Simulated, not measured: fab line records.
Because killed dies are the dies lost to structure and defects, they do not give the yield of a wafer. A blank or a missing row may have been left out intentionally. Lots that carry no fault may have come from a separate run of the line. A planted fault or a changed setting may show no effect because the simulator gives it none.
Problem report, 8D (eight disciplines) form, completed by code | flow n5Finfet | the parts of the form that need people (team, actions taken, sign-off) are left out

1. WHAT IS WRONG
Mean of killed_at_M4_up at N5_PASSIVATION_PROBE_49: 106 across 6 wafers in 2 lots; on wafers with no fault it is 14 (standard deviation 5.7). That is +16 standard deviations from the usual mean.
Seen first at day 15 12:24 on prober-01, wafer L290.1. At this step, 9 wafers from 3 lots have a number in the record. Rule for "out" (also "out of limits"): further than 4 standard deviations from the usual mean. All remaining wafers that have a number are taken as sound.

2. WHAT IT IS, AND WHAT IT ISN'T
question                    | is                     | is not
which readings at this step | killed_at_M4_up        | killed_at_M0_to_M3, killedAtContacts, killedAtOther, killedShort, sort_bin_6_memory
which lots                  | L290, L292             | L286
which wafers of those lots  | all that have a number | -
read on which tools         | prober-01              | prober-02
when                        | from day 15 12:24      | up to then (3 sound wafers)

3. SUSPECTS, AND WHAT RULES EACH OUT
Counting: a tool stays on the suspect list if, at a process step up to the reading, it processed all lots that are out and no sound lot following the first of them.
- rieDiel-06 at N5_BEOL_M9_STRIP_80 (strips in N2/H2, time 10 s): kept. It ran every lot that is out, first L290 (day 13 04:03), and no sound lot after that.
- rieDiel-03 at N5_PASSIVATION_PASS_ETCH_47 (etches SiNx in CF4/O2, target depth 770 nm, time 385 s): kept. It ran every lot that is out, first L290 (day 15 09:12), and no sound lot after that.
- prober-01 at N5_PASSIVATION_PROBE_49: kept. It ran every lot that is out, first L290 (day 15 12:24), and no sound lot after that. Its own killed_at_M4_up readings are out on those wafers.
Left after counting: rieDiel-06 at N5_BEOL_M9_STRIP_80, rieDiel-03 at N5_PASSIVATION_PASS_ETCH_47, prober-01 at N5_PASSIVATION_PROBE_49.

4. THE CAUSE (what the simulator had put in)
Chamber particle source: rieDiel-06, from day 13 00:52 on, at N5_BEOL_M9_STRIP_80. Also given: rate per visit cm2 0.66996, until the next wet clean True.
Counting left 3 suspects, and this tool is among them.

5. THE CHAIN OF EFFECTS, in route order
Each row: a reading whose mean over the struck wafers that have a number lies more than 3 standard deviations from the usual. Only readings whose record carries a usual standard deviation are examined. hours: median over the lots of the time between each lot's start at the first step of this table that gives one and its start at this step. sigmas: the change, counted in usual standard deviations.
hours | step                    | reading             | usual  | on struck wafers | change | sigmas
0     | N5_PASSIVATION_PROBE_49 | defectLimitedYield  | 91.1 % | 85.2             | -5.9   | -4.2
0     | N5_PASSIVATION_PROBE_49 | killed_at_M4_up     | 14     | 106              | +92    | +16
0     | N5_PASSIVATION_PROBE_49 | killedDies          | 105    | 175              | +70    | +4.1
0     | N5_PASSIVATION_PROBE_49 | sort_bin_5_function | 5.3 %  | 9.7              | +4.4   | +4.6
0     | N5_PASSIVATION_PROBE_49 | sortNPass           | 1075   | 1005             | -70    | -4.1
0     | N5_PASSIVATION_PROBE_49 | sortYieldPct        | 91.1 % | 85.2             | -5.9   | -4.2
The process steps in it:
- N5_PASSIVATION_PROBE_49

6. WHAT WOULD HAVE CAUGHT IT SOONER
The fault began at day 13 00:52; the first out-of-limits reading in this record came at day 15 12:24, 60 hours later.
An alarm limit of 4 standard deviations would not have fired on the tool readings at N5_BEOL_M9_STRIP_80 for which the record gives a usual standard deviation, since none of them was out on any struck wafer.
Lots out: 2; all had begun N5_BEOL_M9_STRIP_80 on rieDiel-06 by day 15 12:24. A hold on the tool at that time would have spared none of them.
